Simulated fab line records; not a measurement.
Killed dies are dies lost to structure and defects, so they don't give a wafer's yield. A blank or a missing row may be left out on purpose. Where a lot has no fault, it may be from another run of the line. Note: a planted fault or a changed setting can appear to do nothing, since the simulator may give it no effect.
Which tool was responsible? | flow nand-harc | Sampling: 6 lots, 18 wafers, 3 of 1159 route steps

## WHAT EACH GAUGE READ, for each wafer
NHARC_P_M0_CD_MEAS_09: target cd 90 nm.
lot  | measured     | on        | cd-nm (nm)
L908 | day 6 11:30  | cd-sem-02 | 88.9 88.6 88.6
L913 | day 7 01:13  | cd-sem-01 | 89.2 89.0 89.5
L914 | day 7 12:22  | cd-sem-02 | 89.8 90.5 90.7
L919 | day 9 01:46  | cd-sem-03 | 90.1 90.1 90.4
L923 | day 10 00:56 | cd-sem-03 | 90.4 90.3 91.2
L929 | day 11 01:25 | cd-sem-01 | 89.6 90.2 89.9

## WHAT TOOL EACH LOT RAN ON (gives the tool, then ch and the chambers of the sampled wafers, and finally the start)
lot  | NHARC_P_CONTACT_ALD_22              | NHARC_P_M0_PEB_07
L908 | ald-metal-03 ch 1,2, day 6 07:34    | litho-track-06 ch 0, day 6 11:25
L913 | ald-metal-03 ch 1,2, day 6 23:03    | litho-track-01 ch 0, day 7 01:08
L914 | ald-metal-04 ch 0,2, day 7 10:11    | litho-track-01 ch 0, day 7 12:17
L919 | ald-metal-04 ch 0,1,3, day 8 23:37  | litho-track-06 ch 0, day 9 01:40
L923 | ald-metal-03 ch 0,1, day 9 18:32    | litho-track-06 ch 0, day 10 00:52
L929 | ald-metal-01 ch 0,1,2, day 10 23:09 | litho-track-01 ch 0, day 11 01:20
- NHARC_P_CONTACT_ALD_22: deposits TiN, target thk 3 nm, pulse time 1 s, ald cycles 150.
- NHARC_P_M0_PEB_07: peb time 65 s.

## THE ANSWER, worked out from the rows above alone
Rule: the lots themselves supply what counts as usual. The widest of any qualifying gaps counts: lots, ordered by their means at a reading, are off when they make up no more than a third of the lots, leave a main group of 4 or more, and stand apart from it by 3 or more times the standard deviation of that group's means. A main group is skipped when, at the precision printed for the reading in the tables above, its means are all equal. Also off: a lot with no number at a reading for which 4 or more lots have one. Where the step has rows for the other lots, those lots are counted as sound.
None of the lots is off at any reading shown; this tells nothing.

## WHAT HAD BEEN PUT IN BY THE SIMULATOR
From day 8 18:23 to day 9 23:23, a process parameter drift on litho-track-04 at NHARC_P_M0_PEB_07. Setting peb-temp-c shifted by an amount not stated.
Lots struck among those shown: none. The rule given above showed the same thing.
